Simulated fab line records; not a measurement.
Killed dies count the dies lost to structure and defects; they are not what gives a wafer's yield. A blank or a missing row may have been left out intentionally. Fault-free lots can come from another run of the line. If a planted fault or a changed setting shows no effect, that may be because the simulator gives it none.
Which tool did it? | flow n5 finfet | 27 wafers from 9 lots sampled at 6 of the route's 1938 steps

== WHAT EACH GAUGE READ, for each wafer ==
N5_BEOL_M4_RC_MEAS_101.
lot  | measured     | on        | DIBL_N (mV/V)
L122 | day 8 20:54  | prober-02 | 36.8 36.7 37.8
L124 | day 9 03:10  | prober-01 | 38.6 36.9 35.1
L125 | day 9 14:09  | prober-01 | 34.7 38.3 35.0
L128 | day 10 04:57 | prober-01 | 38.6 37.5 37.1
L133 | day 11 09:43 | prober-01 | 33.2 34.9 34.9
L137 | day 12 11:32 | prober-01 | 36.4 36.5 36.6
L139 | day 12 16:11 | prober-01 | 36.1 39.8 37.8
L142 | day 13 12:01 | prober-01 | 36.6 37.0 37.5
L143 | day 13 14:08 | prober-01 | 36.7 35.1 38.2

== WHAT TOOL EACH LOT RAN ON (gives the tool, then ch and the chambers of the sampled wafers, and finally the start) ==
lot  | N5_BEOL_M0_STRIP_142               | N5_BEOL_M0_ALD_136                  | N5_BEOL_M0_ANNEAL_133        | N5_BEOL_M0_SPUTTER_134       | N5_BEOL_M0_CMP_120
L122 | rie diel-01 ch 2,3, day 6 05:10    | ald metal-02 ch 0,1,3, day 6 05:55  | pvd sputter-02, day 6 08:19  | pvd sputter-02, day 6 08:22  | cmp-03 ch 0,1,3, day 6 09:06
L124 | rie diel-05 ch 0,3, day 6 12:02    | ald metal-02 ch 0,1, day 6 13:31    | pvd sputter-03, day 6 14:08  | pvd sputter-03, day 6 14:10  | cmp-04 ch 0,1,3, day 6 14:49
L125 | rie diel-01 ch 1,2, day 6 22:32    | ald metal-01 ch 0,3, day 6 23:05    | pvd sputter-03, day 7 00:07  | pvd sputter-03, day 7 00:09  | cmp-03 ch 2,3, day 7 00:46
L128 | rie diel-01 ch 0,1,2, day 7 17:21  | ald metal-02 ch 0,2, day 7 18:06    | pvd sputter-01, day 7 18:58  | pvd sputter-01, day 7 19:00  | cmp-04 ch 0,2,3, day 7 19:56
L133 | rie diel-01 ch 1,3, day 9 04:28    | ald metal-02 ch 1,2,3, day 9 05:17  | pvd sputter-01, day 9 06:14  | pvd sputter-01, day 9 06:17  | cmp-03 ch 0,1,2, day 9 07:06
L137 | rie diel-01 ch 0,1, day 9 18:23    | ald metal-02 ch 1,3, day 9 19:20    | pvd sputter-02, day 9 20:06  | pvd sputter-02, day 9 20:08  | cmp-03 ch 0,1,3, day 9 20:50
L139 | rie diel-03 ch 0,1,3, day 10 08:57 | ald metal-04 ch 1,2,3, day 10 10:59 | pvd sputter-01, day 10 11:41 | pvd sputter-01, day 10 11:44 | cmp-04 ch 0,1,2, day 10 12:30
L142 | rie diel-01 ch 0,1,2, day 11 01:39 | ald metal-01 ch 0,2,3, day 11 02:31 | pvd sputter-03, day 11 04:52 | pvd sputter-03, day 11 04:54 | cmp-02 ch 0,2,3, day 11 05:31
L143 | rie diel-05 ch 0,1,3, day 11 05:07 | ald metal-04 ch 0,1,2, day 11 05:50 | pvd sputter-03, day 11 06:28 | pvd sputter-03, day 11 06:30 | cmp-02 ch 1,2,3, day 11 07:07
- N5_BEOL_M0_STRIP_142: strips in N2/H2, time 10 s.
- N5_BEOL_M0_ALD_136: deposits TaN, pulse time 2 s, purge time 3 s, co reactant purge time 2 s.
- N5_BEOL_M0_ANNEAL_133: time 60 s.
- N5_BEOL_M0_SPUTTER_134: material Cu, target thk 4 nm, time 7.37 s.
- N5_BEOL_M0_CMP_120: polishes, stops on SiOC, t overpolish 6.9 s.

== THE ANSWER, worked out from the rows above alone ==
Rule: the lots themselves supply what counts as usual. Put in order of their means at a reading, lots are off if they are a third of the lots or fewer, leave a main group of 4 or more, and stand apart from it by a gap of 3 or more times the standard deviation of the main group's means; of several such gaps the widest counts. Not used: any main group whose means are identical at the precision the tables above print for the reading. Also off: a lot with no number at a reading for which 4 or more lots have one. The other lots that the step has rows for count as sound.
No lot is off on any of the readings shown, so nothing can be concluded from this.

== WHAT THE SIMULATOR PUT IN ==
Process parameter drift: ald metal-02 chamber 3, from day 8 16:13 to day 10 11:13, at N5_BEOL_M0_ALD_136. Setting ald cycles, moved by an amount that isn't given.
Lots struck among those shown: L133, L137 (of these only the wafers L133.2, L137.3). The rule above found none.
